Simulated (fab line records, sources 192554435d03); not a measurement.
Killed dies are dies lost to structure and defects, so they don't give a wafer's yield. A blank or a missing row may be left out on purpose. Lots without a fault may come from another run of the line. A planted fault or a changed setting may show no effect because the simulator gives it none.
A struck lot beside a sound one | flow n5_finfet | 36 steps out of a route of 1938
Sound: wafers L127.2, L127.3, L127.5. Struck: wafers L122.2, L122.3, L122.4. The cause comes at the end.
At each step with rows: each side's tool, then ch and its chambers, then its first start. Under that, the readings that differ: sound wafers | struck wafers | difference of the means | sigmas: that difference in standard deviations of wafers without a fault.
alike: readings whose means differ by less than 2 such deviations, and words and numbers that are the same on both sides. not compared: withheld readings, readings that some wafer has no value for, bounds like >300 that may hide the same value, and numbers for which the record gives no deviation and whose values overlap.
The two part at a step that has a row with sigmas, a row that says differs or no value, or rows on one side only. Numbers that don't overlap but have no deviation are shown without sigmas and don't part them. A reading that every wafer of one side lacks parts them only if that side has two wafers or more.

first, 9 steps without rows for these wafers: N5_BEOL_M4_ANNEAL_95 (time 240 s); N5_BEOL_M4_SPUTTER_96 (material Cu, target thk 4.5 nm, time 8.29 s); N5_BEOL_M4_ECD_50 (material Cu, target thk 300 nm); N5_BEOL_M4_ANNEAL_51 (time 90 s); N5_BEOL_M4_CMP_52 (polishes, stops on SiOC, t overpolish 6.8 s, target thk 40 nm); N5_BEOL_M4_PRE_CLEAN_60 (time 15 s); N5_BEOL_M4_CO_CAP_55 (material Co, precursor CCTBA/H2, target thk 2 nm, time 102.1 s); N5_BEOL_M4_PRE_CLEAN_56 (time 15 s); N5_BEOL_M4_DEP_57 (deposits SiCN from 3MS/NH3, target thk 8 nm, time 14 s).
N5_BEOL_M4_RC_MEAS_101:
  sound on prober-01 ch 0, day 13 06:52; struck on prober-02 ch 0, day 11 14:11
  alike: DIBL_N, DIBL_P, IOFF_N, IOFF_P, ION_N, ION_P, SS_N, SS_P, VT_N, VT_P
then, 24 steps without rows for these wafers: N5_BEOL_M5_ILD_DEP_00 (deposits SiCOH lowk from DEMS/porogen, target thk 140.64 nm, time 25.9 s); N5_BEOL_M5_CURE_79 (cures SiCOH lowk, time 240 s); N5_BEOL_M5_PECVD_70 (deposits SiO2 from TEOS/O2, target thk 16 nm, time 18 s); N5_BEOL_M5_HM_DEP_02 (deposits TiN, target thk 20 nm); N5_BEOL_M5_COAT_59 (time 60 s, resist thk 60 nm); N5_BEOL_M5_COAT_60 (time 60 s, resist thk 12 nm); N5_BEOL_M5_COAT_71 (time 60 s, resist thk 5 nm); N5_BEOL_M5_COAT_05 (resist thk 30 nm); N5_BEOL_M5_EBR_07; N5_BEOL_M5_SOFTBAKE_06 (time 60 s); N5_BEOL_M5_EXPOSE_08 (exposes mask M5, target cd 28 nm); N5_BEOL_M5_PEB_09 (peb time 60 s); N5_BEOL_M5_DEVELOP_10 (develop time 30 s); N5_BEOL_M5_DESCUM_16 (chemistry O2, time 7 s); N5_BEOL_M5_ETCH_72 (etches underlayer in N2/H2, target depth 6.5 nm, time 5.2 s); N5_BEOL_M5_ETCH_61 (etches SiARC in CF4, target depth 15.6 nm, time 26 s); N5_BEOL_M5_ETCH_62 (etches SOC in N2/H2, target depth 75 nm, overetch 15 nm, time 112.5 s); N5_BEOL_M5_STRIP_63 (strips in N2/H2); N5_BEOL_M5_STRIP_73 (strips in N2/H2); N5_BEOL_M5_STRIP_64 (strips in CF4); N5_BEOL_M5_HM_OPEN_17 (chemistry Cl2/BCl3, target TiN, target depth 20 nm, overetch 6 nm); N5_BEOL_M5_STRIP_19 (strips in O2); N5_BEOL_M5_COAT_65 (time 60 s, resist thk 60 nm); N5_BEOL_M5_COAT_66 (time 60 s, resist thk 12 nm).
N5_BEOL_M6_DEP_56: deposits SiCN from 3MS/NH3, target thk 10 nm, time 17.5 s.
  sound on pecvd-04 ch 0,2, day 14 04:31; struck on pecvd-04 ch 0,1, day 12 09:39
  no value came back on the struck wafers for chamber_pressure_Torr (Torr), rf_fwd_power_W (W), showerhead_plenum_p_Torr (Torr), throttle_valve_pct (%); on the sound wafers chamber_pressure_Torr (Torr) reads 2.999 3.002 3.000
-- the record jumps here: 3 days lie between the struck wafers' starts before and after (it left off in module BEOL_M6 and takes up again in module PASSIVATION, whose first step shown is number 1936 of the route) --
N5_PASSIVATION_PROBE_49:
  the record has rows for the struck wafers here (prober-02, day 15 15:32) and none for the sound ones

WHERE THEY PART
First at N5_BEOL_M6_DEP_56; last, within this record, at N5_PASSIVATION_PROBE_49.

WHY: what the simulator had put in
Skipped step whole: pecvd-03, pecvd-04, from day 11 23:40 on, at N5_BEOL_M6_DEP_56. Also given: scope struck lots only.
